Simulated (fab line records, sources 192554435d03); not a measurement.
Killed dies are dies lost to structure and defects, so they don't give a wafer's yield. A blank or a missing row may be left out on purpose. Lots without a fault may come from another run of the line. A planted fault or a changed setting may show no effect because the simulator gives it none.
Split-lot experiment | flow n5_finfet | 7 lots, 39 wafers read, on a route of 1938 steps

THE SPLIT
At N5_BEOL_M3_CVD_47 (deposits Co from CCTBA/H2, target thk 3 nm, time 223.8 s), the setting target_thk_a was moved away from the recipe's 30 angstrom on 12 of the 39 wafers read, by -43.5% to +55.6%. The other wafers ran this setting at the recipe's value.

The reading is taken at the split's own step.

THE READING
Co_of_BEOL_M3_CVD_47.thk_nm (the simulator's own value, which no gauge read), in nm, at N5_BEOL_M3_CVD_47 (deposits Co from CCTBA/H2, target thk 3 nm, time 223.8 s). The file gives no usual value for it. The 27 wafers here that ran the recipe average 3.0 nm, standard deviation 0.1 nm.

wafer  | tool, chamber at the split | target_thk_a as run, angstrom | against the recipe | Co_of_BEOL_M3_CVD_47.thk_nm, nm | against lot-mates on the recipe
L078.1 | cvd_co-02, 2,0,0           | 30                            | recipe             | 3                               | -
L078.2 | cvd_co-02, 2,0,0           | 30                            | recipe             | 3                               | -
L078.5 | cvd_co-02, 2,0,0           | 30                            | recipe             | 3                               | -
L078.3 | cvd_co-02, 0,2,2           | 30                            | recipe             | 2.8                             | -
L078.4 | cvd_co-02, 0,2,2           | 30                            | recipe             | 2.8                             | -
L078.6 | cvd_co-02, 0,2,2           | 30                            | recipe             | 2.8                             | -
L079.1 | cvd_co-01, 1,0,1           | 30                            | recipe             | 3                               | -
L079.3 | cvd_co-01, 1,0,1           | 30                            | recipe             | 3                               | -
L079.4 | cvd_co-01, 1,0,1           | 30                            | recipe             | 3                               | -
L080.1 | cvd_co-02, 0               | 16.95                         | -43.5%             | 1.8                             | -1.2
L080.2 | cvd_co-02, 2               | 16.95                         | -43.5%             | 1.6                             | -1.4
L080.3 | cvd_co-02, 2               | 16.95                         | -43.5%             | 1.6                             | -1.4
L080.4 | cvd_co-02, 0,2,0           | 30                            | recipe             | 3                               | -
L080.5 | cvd_co-02, 0,2,0           | 30                            | recipe             | 3                               | -
L080.6 | cvd_co-02, 0,2,0           | 30                            | recipe             | 3                               | -
L089.1 | cvd_co-02, 0,2,1           | 30                            | recipe             | 3                               | -
L089.2 | cvd_co-02, 0,2,1           | 30                            | recipe             | 3                               | -
L089.4 | cvd_co-02, 0,2,1           | 30                            | recipe             | 3                               | -
L089.3 | cvd_co-02, 1               | 46.68                         | +55.6%             | 4.8                             | +1.8
L089.5 | cvd_co-02, 2               | 46.68                         | +55.6%             | 4.6                             | +1.6
L089.6 | cvd_co-02, 0               | 46.68                         | +55.6%             | 5                               | +2.0
L090.1 | cvd_co-02, 2,0,1           | 22.3                          | -25.7%             | 2.2                             | -0.9
L090.2 | cvd_co-02, 2,0,1           | 22.3                          | -25.7%             | 2.2                             | -0.9
L090.3 | cvd_co-02, 2,0,1           | 22.3                          | -25.7%             | 2.2                             | -0.9
L090.4 | cvd_co-02, 2,1             | 30                            | recipe             | 3                               | -
L090.5 | cvd_co-02, 2,1             | 30                            | recipe             | 3                               | -
L090.6 | cvd_co-02, 0               | 30                            | recipe             | 3.2                             | -
L093.1 | cvd_co-01, 0,1             | 30                            | recipe             | 3                               | -
L093.2 | cvd_co-01, 0,1             | 30                            | recipe             | 3                               | -
L093.3 | cvd_co-01, 2               | 35.76                         | +19.2%             | 3.4                             | +0.5
L093.5 | cvd_co-01, 2               | 35.76                         | +19.2%             | 3.4                             | +0.5
L093.4 | cvd_co-01, 1               | 35.76                         | +19.2%             | 3.6                             | +0.7
L093.6 | cvd_co-01, 0               | 30                            | recipe             | 2.8                             | -
L095.1 | cvd_co-02, 2,1,1,2         | 30                            | recipe             | 3                               | -
L095.2 | cvd_co-02, 2,1,1,2         | 30                            | recipe             | 3                               | -
L095.4 | cvd_co-02, 2,1,1,2         | 30                            | recipe             | 3                               | -
L095.5 | cvd_co-02, 2,1,1,2         | 30                            | recipe             | 3                               | -
L095.3 | cvd_co-02, 0               | 30                            | recipe             | 3.2                             | -
L095.6 | cvd_co-02, 0               | 30                            | recipe             | 3.2                             | -
Where a row lists several chambers, the file gives one row for several wafers and doesn't say which wafer went through which chamber.

THE FIT
A straight line over all 39 wafers: Co_of_BEOL_M3_CVD_47.thk_nm changes by +0.0312 nm for each +1% of target_thk_a; r = +0.99; the points scatter about the line by 0.11 nm.
The same after taking each lot's own level away (the mean of its wafers on the recipe; 39 wafers): +0.0317 nm for each +1%; r = +0.99; scatter 0.095 nm.
On that fit, the largest move of target_thk_a shifts the reading by 1.8 nm.
The lots' own levels span 2.90 to 3.07 nm, that is 1.6 times the standard deviation above.
So the lot-to-lot level changes the slope little: the two slopes agree.
Check: with one of the wafers moved furthest among these (+55.6%) left out of the fit, the line predicts +1.75 nm for it against its lot-mates. It came out at +1.8 nm against them.

OTHER SPLITS ON THESE WAFERS
These wafers also went through other splits before the reading. Each is held against what the fit with the lots' levels taken away leaves over:
other split on the same wafers | wafers away from the commonest value | r with Co_of_BEOL_M3_CVD_47.thk_nm (lot level and that fit taken away)
N5_BEOL_M3_ILD_DEP_00 time_s   | 9                                    | +0.36

THE FILE'S OWN FIT
Co_of_BEOL_M3_CVD_47.thk_nm changes by +0.0317 nm for each +1% of target_thk_a, r = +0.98.
